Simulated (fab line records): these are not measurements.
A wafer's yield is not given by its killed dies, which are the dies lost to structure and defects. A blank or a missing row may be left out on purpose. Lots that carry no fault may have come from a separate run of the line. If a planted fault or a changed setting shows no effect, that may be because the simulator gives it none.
8D (eight disciplines) problem report, filled in by code -- flow nand_harc -- the parts of the form that need people (team, actions taken, sign-off) are left out

1. THE PROBLEM
Wafers without a fault read 94.4 s, standard deviation 0.44; run_length_s at NHARC_A_M1_ETCH_28 reads a mean of 76.5 s on 4 wafers belonging to 2 lots. That puts it -41 standard deviations away from the usual mean.
The step: etches the open film in CF4/N2, target depth 30 nm, time 72.99 s.
Earliest sighting: wafer L975.2 on rie_diel-06 at day 28 22:54. The record has a number at this step for 17 wafers belonging to 6 lots. Rule for "out", or "out of limits": more than 4 standard deviations from the usual mean. Any other wafer with a number is counted as sound.

2. WHAT IT IS, WHAT IT ISN'T
question,is,is not
which readings at this step,run_length_s,"drypump_motor_current_A, rf_vpp_V, showerhead_plenum_p_Torr, throttle_valve_pct"
which lots,"L973, L975","L961, L962, L979, L980"
which wafers of those lots,"L973.2, L973.5, L975.2, L975.5",L975.6
read on which tools,rie_diel-06,rie_diel-05
when,from day 28 22:54,"up to then (7 sound wafers); but 6 sound wafers of L979, L980 came after"

3. SUSPECTS, AND WHAT RULES EACH OUT
Counting: if a tool at a process step up to the reading ran every lot that is out, it stays a suspect. Sound lots after the first of them don't rule it out here, since some wafers of a struck lot are sound.
- rie_diel-05 at NHARC_A_M1_DESCUM_14 (chemistry O2, time 3 s): kept. It ran every lot that is out, first L975 (day 28 22:13); its last sound lot up to then is L961 (day 23 12:41).
- rie_diel-05 at NHARC_A_M1_ETCH_35 (etches the open film in N2/H2, target depth 40 nm, overetch 12 nm, time 43.94 s): kept. It ran every lot that is out, first L975 (day 28 22:18); its last sound lot up to then is L961 (day 23 12:45).
- rie_diel-05 at NHARC_A_M1_ETCH_15 (etches the open film in C4F8/Ar, target depth 182.5 nm, time 91.2 s): kept. It ran every lot that is out, first L975 (day 28 22:34); its last sound lot up to then is L961 (day 23 12:59). NHARC_A_M1_ETCH_15 gives no start for some lots, so the hours and the order of its lots are those of NHARC_A_M1_CD_MEAS_16.
- rie_diel-06 at NHARC_A_M1_STRIP_18 (strips in N2/H2): kept. It ran every lot that is out, first L975 (day 28 22:43); its last sound lot up to then is L962 (day 25 21:04).
- rie_diel-06 at NHARC_A_M1_ETCH_28 (etches the open film in CF4/N2, target depth 30 nm, time 72.99 s): kept. It ran every lot that is out, first L975 (day 28 22:54); its last sound lot up to then is L962 (day 25 21:21). Its own readings are out on those wafers: run_length_s.
- Within rie_diel-05 at NHARC_A_M1_ETCH_35: the wafers that are out ran in chambers 0, 1, 2; their sound lot-mates ran in chamber 3.
- Within rie_diel-06 at NHARC_A_M1_ETCH_28: the wafers that are out ran in chambers 0, 2, 3; their sound lot-mates ran in chamber 1.
Left after counting: rie_diel-05 at NHARC_A_M1_DESCUM_14, rie_diel-05 at NHARC_A_M1_ETCH_35, rie_diel-05 at NHARC_A_M1_ETCH_15, rie_diel-06 at NHARC_A_M1_STRIP_18, rie_diel-06 at NHARC_A_M1_ETCH_28.

4. THE CAUSE (what the simulator had put in)
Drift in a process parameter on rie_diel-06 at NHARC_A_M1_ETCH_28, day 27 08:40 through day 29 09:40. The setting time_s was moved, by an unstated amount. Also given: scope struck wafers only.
Counting left 5 suspects, and this tool is among them.

5. THE CHAIN OF EFFECTS, in route order
Each row: a reading whose mean over the struck wafers that have a number lies more than 3 standard deviations from the usual. Only readings for which the record gives a usual standard deviation are gone through. hours: the time from each lot's start at the first step in this table that gives one to its start at this step, as a median over the lots. sigmas: the change in usual standard deviations.
hours,step,reading,usual,on struck wafers,change,sigmas
0,NHARC_A_M1_ETCH_28,run_length_s,94.4 s,76.5,-17.9,-41
Here are the process steps it includes:
- NHARC_A_M1_ETCH_28: etches the open film in CF4/N2, target depth 30 nm, time 72.99 s.
At these later measuring or inspecting steps, every struck wafer for which the step has a row has a number for every such reading, and none has moved that far: NHARC_END_SORT_01.

6. WHAT WOULD HAVE CAUGHT IT SOONER
In this record the first reading out of limits was taken at day 28 22:54, 38 hours after the fault began at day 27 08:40.
